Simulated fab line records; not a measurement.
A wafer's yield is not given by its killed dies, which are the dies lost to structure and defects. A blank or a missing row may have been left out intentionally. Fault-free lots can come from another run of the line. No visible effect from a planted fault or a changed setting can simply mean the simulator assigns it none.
A struck lot beside a sound one | flow nand-harc | 14 steps out of a route of 1302
Sound: these wafers, L354.3, L354.4, L354.6. Struck: wafers L364.1, L364.4, L364.5. The cause comes at the end.
Per side, at each step with rows, come the tool, then ch with its chambers, and then its first start. Under that, the readings that differ: sound wafers | struck wafers | difference of the means | sigmas: that difference in standard deviations of wafers without a fault.
alike: a reading whose means differ by less than 2 such deviations, as well as words and numbers matching on both sides. not compared: withheld readings; readings where some wafer has no value; bounds like >300 that might hide an equal value; numbers whose values overlap and for which the record gives no deviation.
Wherever a step has rows on one side only, a row that says differs or no value, or a row with sigmas, the two part there. Non-overlapping numbers with no deviation appear without sigmas and do not part them. A reading missing from all wafers of one side parts the sides only when that side holds two or more wafers.

NHARC_A_ONON_D2_THK_MEAS_30: measures by ellipsometry.
  sound on film-metro-02 at day 14 05:52; struck on film-metro-01 at day 19 12:03
  reading     | sound          | struck      | difference | sigmas
  thk-nm (nm) | 1002 1003 1001 | 987 987 984 | -16        | -2
NHARC_A_ONON_D2_DEP_33: deposits SiO2, target thk 200 nm.
  sound on pecvd-04 ch 0,1,2, day 14 05:55; struck on pecvd-01 ch 0,1,2, day 19 12:27
  alike: heater-power-outer-w, heater-power-w, throttle-valve-pct
NHARC_A_ONON_D2_THK_MEAS_34: measures by ellipsometry.
  sound on film-metro-01 at day 14 06:20; struck on film-metro-01 at day 19 12:52
  alike: thk-nm
NHARC_A_ONON_D2_INSPECT_32:
  sound on defect-inspect-02 at day 14 06:25; struck on defect-inspect-01 at day 19 12:57
  alike: raw-defect-count
NHARC_A_CHANNEL_HOLE_D2_DEP_00: deposits aC, target thk 3100 nm.
  sound on acl-dep-01 ch 0, day 14 07:39; struck on acl-dep-03 ch 0, day 19 13:01
  alike: throttle-valve-pct
NHARC_A_CHANNEL_HOLE_D2_DEP_01: deposits SiON, target thk 140 nm.
  sound on pecvd-02 ch 1,2, day 14 08:58; struck on pecvd-02 ch 0,1,2, day 19 15:07
  alike: heater-power-outer-w, heater-power-w
then, 5 steps without rows for these wafers: NHARC_A_CHANNEL_HOLE_D2_DEHYDRATE_02 (time 120 s); NHARC_A_CHANNEL_HOLE_D2_HMDS_03 (time 30 s); NHARC_A_CHANNEL_HOLE_D2_COAT_36 (time 75 s); NHARC_A_CHANNEL_HOLE_D2_COAT_37 (time 65 s); NHARC_A_CHANNEL_HOLE_D2_COAT_04 (resist thk 90 nm).
NHARC_A_CHANNEL_HOLE_D2_SOFTBAKE_05: time 55 s.
  sound on litho-track-04 ch 0, day 14 09:00; struck on litho-track-04 ch 0, day 19 15:00
  reading                  | sound                | struck               | difference | sigmas
  chill-plate-temp-C (C)   | 23.08 23.08 23.21    | 22.83 22.77 23.00    | -0.26      | -2
  heater-power-total-W (W) | 188.34 188.49 188.48 | 323.03 322.96 323.58 | +134.75    | +99 or more
following that, these wafers have no rows for 1 step: NHARC_A_CHANNEL_HOLE_D2_EBR_06.
-- break in the record here, with 11 days between the starts of the struck wafers on either side (left off in module A_CHANNEL_HOLE_D2, picked up again in module END, where the first step shown is number 1302 on the route) --
NHARC_END_SORT_01:
  sound on prober-01 ch 0, day 26 04:25; struck on prober-01 ch 0, day 30 22:31
  reading         | sound | struck | difference | sigmas
  killed-at-other | 0 0 0 | 1 1 5  | +2         | +2
  killed-short    | 7 3 2 | 0 1 0  | -4         | -2
  alike: killed-at-array, killed-at-periphery, killed-dies, killed-open

WHERE THEY PART
First at NHARC_A_ONON_D2_THK_MEAS_30; last, within this record, at NHARC_END_SORT_01.

WHY: the cause the simulator had injected
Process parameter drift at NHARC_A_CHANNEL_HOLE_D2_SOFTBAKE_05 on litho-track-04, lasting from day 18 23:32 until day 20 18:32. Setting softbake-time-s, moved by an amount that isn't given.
